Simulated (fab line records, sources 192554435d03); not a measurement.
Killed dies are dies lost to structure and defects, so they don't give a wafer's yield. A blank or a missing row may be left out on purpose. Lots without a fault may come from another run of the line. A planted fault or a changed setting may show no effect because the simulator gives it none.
fab line records | flow n5_finfet
record lots=7 wafers=21
route steps=1938 shown PASSIVATION@1930
start_h: hours from the record's first day to the start of the lot's first wafer shown | wait_h: hours since the lot's step before | " the same as in the row above | L1.1+2: a row that stands for several wafers | - no value, or no start given | * or withheld: withheld | < > ~ a bound
route shown NAME@n: a module of which the file shows steps, and the number in the route of the first | usual: mean/standard deviation of fault-free wafers | same: alike in all rows | chamber/n: place in a boat | sites: the reading at each site | _std_site: their standard deviation | _edge_site: outer sites' mean less inner sites' | radius_mm: how far each site lies from the wafer's centre | mask NAME#n: copy n | behind: the tool/chamber that last shaped the wafer | hold: why the lot was held/for how many hours/how that ended | device: the transistor (n, p or np) that didn't switch | end of line: the same wafers' tests at the end of the route | a step without rows: its recipe alone | killed: dies lost to structure and defects at the first sort, not the wafer's yield | map: a wafer's dies, x killed, . not, _ none there
set.NAME: the setting as run; set.NAME@STEP: as run at that earlier step | model.NAME: the simulator's own value behind a step, which no gauge read
lots whose settings were changed on purpose; a table a step, a row a wafer
## steps
# step N5_PASSIVATION_ETCH_54
# recipe chemistry=CHF3/O2 target=SiO2 target_depth_a=8800 CHF3_flow_sccm=50 O2_flow_sccm=5 Ar_flow_sccm=200 time_s=440 mask_material=PR pressure_mtorr=30 source_w=650 bias_w=170 ion_energy_ev=200
# columns lot.wafer tool chamber start_h wait_h set.time_s model.etch.depth_nm model.PASSIVATION.feature_depth_nm
L075.1 rie_diel-04 3 294.81 0.1 440 881 881
L075.4 " 2 " " 440 904.4 904.4
L075.5 " 3 " " 440 880.1 880
L083.3 rie_diel-03 2 337.06 0.1 510.8 1046 1046
L083.5 " 1 " " 440 909 909
L083.6 " 0 " " 510.8 1019 1019
L080.1 rie_diel-04 1 343.23 0.1 440 905.1 905.2
L080.3 " 3 " " 536 1052 1052
L080.5 " 1 " " 440 907.4 907.4
L084.1 rie_diel-01 3 348.58 0.1 483.2 972.5 972.4
L084.2 " 2 " " 440 863.8 863.8
L084.3 " 1 " " 440 882.4 882.4
L090.3 rie_diel-01 0 366.53 0.1 404 816.2 816.2
L090.4 " 2 " " 440 855.6 855.6
L090.6 " 1 " " 404 815.8 815.8
L088.1 rie_diel-03 0 389.09 0.1 530.8 1073 1073
L088.3 " 2 " " 530.8 1085 1085
L088.4 " 1 " " 530.8 1080 1080
L093.1 rie_diel-04 2 432.75 0.1 440 896.1 896
L093.3 " 3 " " 440 899.3 899.4
L093.6 " 3 " " 440 902.1 902.2
## key
split step=N5_PASSIVATION_ETCH_54 setting=time_s stated=440 by=wafer
response step=N5_PASSIVATION_ETCH_54 reading=model.etch.depth_nm change=+7.19 per=1% r=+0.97
response step=N5_PASSIVATION_ETCH_54 reading=model.PASSIVATION.feature_depth_nm change=+7.19 per=1% r=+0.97
